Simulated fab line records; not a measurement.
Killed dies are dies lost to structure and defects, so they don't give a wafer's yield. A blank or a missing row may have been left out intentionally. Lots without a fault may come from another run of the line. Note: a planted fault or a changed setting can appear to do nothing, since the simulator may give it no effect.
fab line records	flow nandHarc
record: lots: 6	wafers: 18	lastDay: 33
route steps=1302 shown A_CHANNEL_HOLE_D1@488 A_CHANNEL_FILL_D1@490 END@1302
lots with no fault: from the same line, run without faults
startH: hours from the record's opening day to when the first of the lot's shown wafers began	waitH: hours from the lot's prior step to this one	" unchanged from the row above	L1.1+2: a single row standing in for several wafers	- no value, or no start was given	* or withheld: withheld	< > ~ a bound
route shown NAME@n: names a module that has steps shown in the file, with the first one's number in the route	usual: mean and standard deviation over wafers with no fault	same: alike in all rows	chamber/n: place in a boat	sites: readings site by site	_std_site: their standard deviation	_edge_site: outer sites' mean less inner sites'	radiusMm: how far each site lies from the wafer's centre	mask NAME#n: copy n	behind: the most recent tool/chamber to have shaped the wafer	hold: why the lot was held/for how many hours/how that ended	device: which transistor (n, p or np) failed to switch	end of line: the same wafers' tests at the end of the route	a step given without rows: its recipe and nothing more	killed: at the first sort, the dies lost to defects and structure; wafer yield is something else	map: a wafer's dies, marking killed ones x, the rest . and places with no die _
set.NAME: setting as actually run; set.NAME@STEP: the setting as run at that earlier step	model.NAME: the simulator's own value behind a step, which no gauge read
lots at some steps of the route; a table a step, a row a wafer
services: when a tool's chamber went out of use (startH, in hours from the record's first day, below 0 if earlier), for how many hours, and the reason
== steps ==
step: NHARC_A_CHANNEL_HOLE_D1_XSEM_31
recipe: landingEnergyEv: 35000
usual: botCdNm: 74.6/1.2	bowNm: 8.7/0.35	tiltDeg: 0.09/0.049
lot.wafer	tool	chamber	startH	waitH	botCdNm	bowNm	tiltDeg
L779.1	xsem-02	0	210.68	0.1	71.8	8.2	0.08
L779.5	"	0	"	"	73.2	8.2	0.08
L779.6	"	0	"	"	72.5	8.1	0.08
L787.1	xsem-02	0	290.14	0.1	75.6	9.2	0.06
L787.4	"	0	"	"	75.9	9.2	0.06
L787.6	"	0	"	"	74.3	9.1	0.06
L791.2	xsem-01	0	335.50	0.1	74.2	9.1	0.03
L791.5	"	0	"	"	75.7	9.0	0.03
L791.6	"	0	"	"	75.3	9.0	0.03
L793.2	xsem-02	0	353.53	0.1	73.5	8.5	0.06
L793.4	"	0	"	"	74.8	8.7	0.06
L793.6	"	0	"	"	74.7	8.7	0.06
L797.2	xsem-01	0	399.82	0.1	74.5	9.1	0.07
L797.3	"	0	"	"	75.8	9.2	0.07
L797.5	"	0	"	"	73.9	9.2	0.07
L800.3	xsem-02	0	424.61	0.1	76.2	9.0	0.14
L800.5	"	0	"	"	75.2	9.0	0.14
L800.6	"	0	"	"	74.4	9.0	0.14
step: NHARC_A_CHANNEL_HOLE_D1_INSPECT_40
usual: rawDefectCount: 75/26
lot.wafer	tool	chamber	startH	waitH	rawDefectCount
L779.1	defectInspect-01	-	210.78	-	108
L779.5	"	-	"	"	86
L779.6	"	-	"	"	92
L787.1	defectInspect-01	-	290.24	-	109
L787.4	"	-	"	"	129
L787.6	"	-	"	"	108
L791.2	defectInspect-01	-	335.59	-	108
L791.5	"	-	"	"	107
L791.6	"	-	"	"	114
L793.2	defectInspect-01	-	353.62	-	106
L793.4	"	-	"	"	91
L793.6	"	-	"	"	100
L797.2	defectInspect-02	-	399.92	-	38
L797.3	"	-	"	"	43
L797.5	"	-	"	"	48
L800.3	defectInspect-01	-	424.70	-	49
L800.5	"	-	"	"	43
L800.6	"	-	"	"	41
step: NHARC_A_CHANNEL_FILL_D1_PRECLEAN_00
recipe: timeS: *	tempC: 50	bathAgeMin: 0	chemistry: SC1
step: NHARC_A_CHANNEL_FILL_D1_SRD_01
step: NHARC_A_CHANNEL_FILL_D1_ALD_02
recipe: targetThkA: 60	pulseTimeS: 10	aldCycles: 60	tempC: 300	material: SiO2
usual: heaterPowerW: 501/48	precursorPulseHeightRel: 0.997/0.019	susceptorTempC: 300.00/0.17
lot.wafer	tool	chamber	startH	waitH	heaterPowerW	precursorPulseHeightRel	susceptorTempC
L779.1	aldHk-03	0	211.12	-	519	1.007	300.20
L779.6	"	2	"	"	485	0.995	299.74
L779.5	"	3	"	"	598	1.004	300.04
L787.4	aldHk-03	2	290.43	-	495	0.980	299.82
L787.1	"	1	"	"	493	0.994	300.03
L787.6	"	3	"	"	547	0.983	299.89
L791.2	aldHk-01	3	335.79	-	442	0.964	300.01
L791.6	"	3	"	"	449	1.009	299.94
L791.5	"	0	"	"	490	0.976	299.72
L793.4	aldHk-03	1	353.81	-	504	0.980	-
L793.2	"	0	"	"	482	1.004	-
L793.6	"	2	"	"	476	1.004	-
L797.2	aldHk-01	3	400.19	-	446	1.004	299.89
L797.3	"	0	"	"	478	0.984	299.84
L797.5	"	3	"	"	449	0.995	300.12
L800.3	aldHk-04	2	425.11	-	491	0.977	299.88
L800.5	"	3	"	"	560	0.997	300.25
L800.6	"	0	"	"	446	0.982	299.99
step: NHARC_A_CHANNEL_FILL_D1_ALD_03
recipe: targetThkA: 60	pulseTimeS: 60	aldCycles: 58	tempC: 630	pressureTorr: 2	material: SiNx
usual: precursorPulseHeightRel: 0.998/0.019	susceptorTempC: 630.05/0.28
lot.wafer	tool	chamber	startH	waitH	precursorPulseHeightRel	susceptorTempC
L779.1	aldSinBatch-02	0	-	-	0.984	-
L779.5	"	0	"	"	1.043	-
L779.6	"	0	"	"	0.996	-
L787.1	aldSinBatch-01	0	-	-	0.997	630.72
L787.4	"	0	"	"	1.012	630.52
L787.6	"	0	"	"	0.988	630.57
L791.2	aldSinBatch-02	0	-	-	0.990	-
L791.5	"	0	"	"	0.973	-
L791.6	"	0	"	"	1.036	-
L793.2	aldSinBatch-02	0	-	-	0.993	-
L793.4	"	0	"	"	0.986	-
L793.6	"	0	"	"	1.014	-
L797.2	aldSinBatch-03	0	-	-	1.004	629.73
L797.3	"	0	"	"	0.998	629.84
L797.5	"	0	"	"	0.985	629.62
L800.3	aldSinBatch-02	0	-	-	1.000	630.11
L800.5	"	0	"	"	0.946	630.29
L800.6	"	0	"	"	0.990	630.38
step: NHARC_A_CHANNEL_FILL_D1_ALD_14
recipe: targetThkA: 25	pulseTimeS: 10	aldCycles: 25	tempC: 300	material: SiO2
usual: heaterPowerW: 496/51	precursorPulseHeightRel: 1.000/0.021	susceptorTempC: 299.99/0.2
lot.wafer	tool	chamber	startH	waitH	heaterPowerW	precursorPulseHeightRel	susceptorTempC
L779.1	aldHk-04	0	218.20	0.3	446	1.035	300.01
L779.6	"	3	"	"	574	1.016	299.82
L779.5	"	0	"	"	438	1.005	299.91
L787.1	aldHk-01	0	297.46	0.0	486	0.987	299.89
L787.4	"	2	"	"	558	1.000	299.97
L787.6	"	0	"	"	486	0.983	299.79
L791.2	aldHk-01	0	342.99	0.3	477	0.952	299.84
L791.6	"	3	"	"	448	0.984	300.37
L791.5	"	0	"	"	491	0.995	300.00
L793.4	aldHk-04	2	360.86	0.1	492	0.963	300.02
L793.2	"	3	"	"	573	0.988	300.22
L793.6	"	1	"	"	465	1.014	299.88
L797.3	aldHk-01	3	405.04	0.1	449	1.026	300.11
L797.2	"	1	"	"	471	1.008	299.88
L797.5	"	3	"	"	464	0.999	300.12
L800.3	aldHk-01	3	432.86	1.0	464	0.976	299.88
L800.6	"	1	"	"	458	0.990	300.22
L800.5	"	2	"	"	586	1.013	299.89
step: NHARC_A_CHANNEL_FILL_D1_ALD_15
recipe: targetThkA: 20	pulseTimeS: 60	aldCycles: 19	tempC: 630	pressureTorr: 2	material: SiNx
step: NHARC_A_CHANNEL_FILL_D1_ALD_16
recipe: targetThkA: 15	pulseTimeS: 10	aldCycles: 15	tempC: 300	material: SiO2
step: NHARC_A_CHANNEL_FILL_D1_ANNEAL_17
recipe: tempC: 850	timeS: 1800
step: NHARC_A_CHANNEL_FILL_D1_CVD_18
recipe: targetThkA: 30	tempC: 550	material: poly-Si
step: NHARC_A_CHANNEL_FILL_D1_ETCHBACK_19
recipe: targetDepthA: 50	timeS: 1.7	hbrFlowSccm: 150	cl2FlowSccm: 50	rfW: 400	icpW: 400	biasW: 100	chemistry: HBr/Cl2
step: NHARC_A_CHANNEL_FILL_D1_ETCHBACK_20
recipe: targetDepthA: 270	timeS: 13.5	c4f8FlowSccm: withheld	o2FlowSccm: 8	arFlowSccm: withheld	rfW: 600	biasW: 1500	chemistry: C4F8/O2/Ar
usual: oesProductAu: 0.96/0.034	rfFwdPowerW: 587.7/3	rfVppV: 975/5.2
lot.wafer	tool	chamber	startH	waitH	oesProductAu	rfFwdPowerW	rfHoursCounterH	rfVppV
L779.1	rieDiel-09	1	236.71	-	1.00	587.2	3.6	973
L779.5	"	1	"	"	0.98	588.1	-	973
L779.6	"	2	"	"	1.00	587.7	-	970
L787.1	rieDiel-13	0	315.14	-	0.93	587.4	7.9	972
L787.4	"	1	"	"	0.93	588.4	7.6	979
L787.6	"	3	"	"	0.93	587.0	-	970
L791.2	rieDiel-13	3	361.56	-	1.10	684.8	1.0	970
L791.5	"	0	"	"	1.11	684.7	-	972
L791.6	"	1	"	"	1.10	681.6	-	979
L793.2	rieDiel-13	3	377.72	-	1.07	684.8	1.7	971
L793.4	"	0	"	"	1.07	683.0	1.6	972
L793.6	"	2	"	"	1.05	685.3	-	973
L797.3	rieDiel-02	0	419.19	-	0.99	588.7	0.4	972
L797.2	"	1	"	"	0.99	592.9	0.6	984
L797.5	"	2	"	"	1.01	591.0	-	987
L800.3	rieDiel-13	0	450.00	-	0.92	583.7	6.1	971
L800.5	"	0	"	"	0.93	585.0	-	971
L800.6	"	1	"	"	0.92	589.5	-	979
step: NHARC_A_CHANNEL_FILL_D1_STRIP_28
recipe: timeS: 20	o2FlowSccm: 500	arFlowSccm: 0	biasW: 0	chemistry: O2
usual: drypumpMotorCurrentA: 5.7/0.49	oesProductAu: 1.000/0.008	rfVppV: 57.6/0.86	showerheadPlenumPTorr: 3.44/0.12	throttleValvePct: 17.037/0.0092
lot.wafer	tool	chamber	startH	waitH	drypumpMotorCurrentA	oesProductAu	rfHoursCounterH	rfVppV	showerheadPlenumPTorr	throttleValvePct
L779.1	rieDiel-09	2	236.80	0.1	5.9	1.014	3.5	57.6	3.33	17.036
L779.6	"	0	"	"	5.6	0.992	-	58.1	3.31	17.023
L779.5	"	1	"	"	5.9	0.996	-	57.8	3.39	17.041
L787.1	rieDiel-13	3	315.23	0.1	4.9	1.004	7.8	56.6	3.34	17.012
L787.4	"	1	"	"	5.2	1.001	7.6	56.8	3.55	17.046
L787.6	"	0	"	"	6.5	1.007	-	57.2	3.38	17.037
L791.2	rieDiel-13	3	361.62	0.1	5.0	1.007	1.0	58.0	3.34	17.055
L791.6	"	3	"	"	5.0	1.007	-	55.9	3.34	17.029
L791.5	"	0	"	"	6.5	1.003	-	57.3	3.38	17.051
L793.4	rieDiel-13	2	377.81	0.1	5.7	1.003	1.5	58.1	3.44	17.025
L793.2	"	3	"	"	5.0	0.999	1.7	56.0	3.34	17.042
L793.6	"	2	"	"	5.7	1.002	-	57.0	3.44	17.031
L797.3	rieDiel-02	2	419.27	0.1	5.6	1.000	0.6	58.6	3.77	17.040
L797.2	"	3	"	"	5.2	1.016	0.4	57.4	3.52	17.036
L797.5	"	0	"	"	6.1	0.999	-	57.4	3.38	17.032
L800.3	rieDiel-13	3	450.10	0.1	5.0	1.010	3.9	58.1	3.34	17.039
L800.5	"	0	"	"	6.5	0.988	-	57.7	3.38	17.037
L800.6	"	1	"	"	5.2	1.013	-	58.7	3.54	17.034
step: NHARC_END_SORT_01
recipe: tempC: 25
usual: killedAtArray: 46/15	killedAtOther: 0.8/1.1	killedAtPeriphery: 4.0/2.9	killedDies: 50/15	killedOpen: 3.2/1.8	killedShort: 2.3/1.6
same: grossDies: 677
lot.wafer	tool	chamber	startH	waitH	killedAtArray	killedAtOther	killedAtPeriphery	killedDies	killedOpen	killedShort
L791.2	prober-01	0	714.17	2.8	82	0	1	83	3	3
L791.5	prober-01	0	716.60	3.7	79	2	1	82	2	0
L791.6	prober-01	0	717.41	4.1	88	0	2	90	2	1
killed by level:class
L791.2 A_CHANNEL_HOLE_D1:chamberFilmFlake=27 A_SLIT:chamberFilmFlake=23 A_CHANNEL_HOLE_D2:chamberFilmFlake=16 A_CONTACT:chamberFilmFlake=5 A_CHANNEL_FILL_D1:geometricParticle:open=3 A_WL_FILL:geometricParticle:short=2 A_ONON_D2:geometricParticle:short=1 P_GATE:chamberFilmFlake=1
L791.5 A_SLIT:chamberFilmFlake=26 A_CHANNEL_HOLE_D1:chamberFilmFlake=26 A_CHANNEL_HOLE_D2:chamberFilmFlake=20 A_STAIRCASE:chamberFilmFlake=2 A_WL_FILL:chamberFilmFlake=2 THIN_TSV:chamberFilmFlake=2 P_M1:geometricParticle:open=1 A_ONON_D1:geometricParticle:open=1
L791.6 A_CHANNEL_HOLE_D1:chamberFilmFlake=29 A_CHANNEL_HOLE_D2:chamberFilmFlake=23 A_SLIT:chamberFilmFlake=21 A_CONTACT:chamberFilmFlake=6 A_STAIRCASE:chamberFilmFlake=3 A_DECK1_JOINT:chamberFilmFlake=2 A_WL_FILL:chamberFilmFlake=2 P_CONTACT:geometricParticle:open=1
== services ==
tool	chamber	startH	hours	kind
aldHk-03	-	214.11	10.0	pm
rieDiel-02	-	216.70	9.0	pm
rieDiel-13	2	222.04	20.7	repair
aldSinBatch-02	-	230.46	3.8	repair
rieDiel-13	3	247.59	6.3	repair
aldHk-04	-	256.31	3.3	repair
rieDiel-02	1	257.31	18.0	repair
aldSinBatch-02	-	266.00	26.0	pm
rieDiel-09	2	278.50	6.1	repair
rieDiel-09	0	298.05	10.4	repair
aldHk-01	-	299.49	10.0	pm
rieDiel-13	1	306.66	2.6	repair
rieDiel-09	-	320.10	9.0	pm
rieDiel-13	-	342.00	9.0	pm
rieDiel-09	2	358.54	8.7	repair
aldHk-01	-	365.90	0.8	repair
xsem-01	-	374.00	14.0	pm
rieDiel-13	3	386.69	16.1	repair
aldSinBatch-02	-	390.89	23.5	repair
rieDiel-02	-	393.70	9.0	pm
rieDiel-13	2	405.21	4.8	repair
rieDiel-13	1	411.79	4.6	repair
aldHk-04	-	437.59	10.0	pm
rieDiel-02	0	449.94	10.9	repair
== key ==
firstSign: step: NHARC_A_CHANNEL_FILL_D1_ETCHBACK_20	reading: rfFwdPowerW	direction: up	sigmas: 32	usual: *	struck: *
effect: step: NHARC_A_CHANNEL_FILL_D1_ETCHBACK_20	reading: oesProductAu	direction: up	sigmas: 3.6	usual: 0.96	struck: 1.08
metAt NHARC_A_CHANNEL_FILL_D1_ETCHBACK_20
struckWafers L791.2,L791.5,L791.6,L793.2,L793.4,L793.6
testerLeftOut L791,L793
onsetBetween 315.14 361.56
fault: kind: processParameterDrift	tool: rieDiel-13	chamber: -	onsetH: 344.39	steps: NHARC_A_CHANNEL_FILL_D1_ETCHBACK_20	channel: rfW	offset: *	shape: step	endH: 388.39	actsIn: *	stated: *
testerLeftOut: of these lots the tester's yield and bins aren't shown, on N5 and GAA mostly nor the transistor test; their killed dies are dies lost to structure and defects alone, not to doping, threshold or leakage, so they don't give the yield
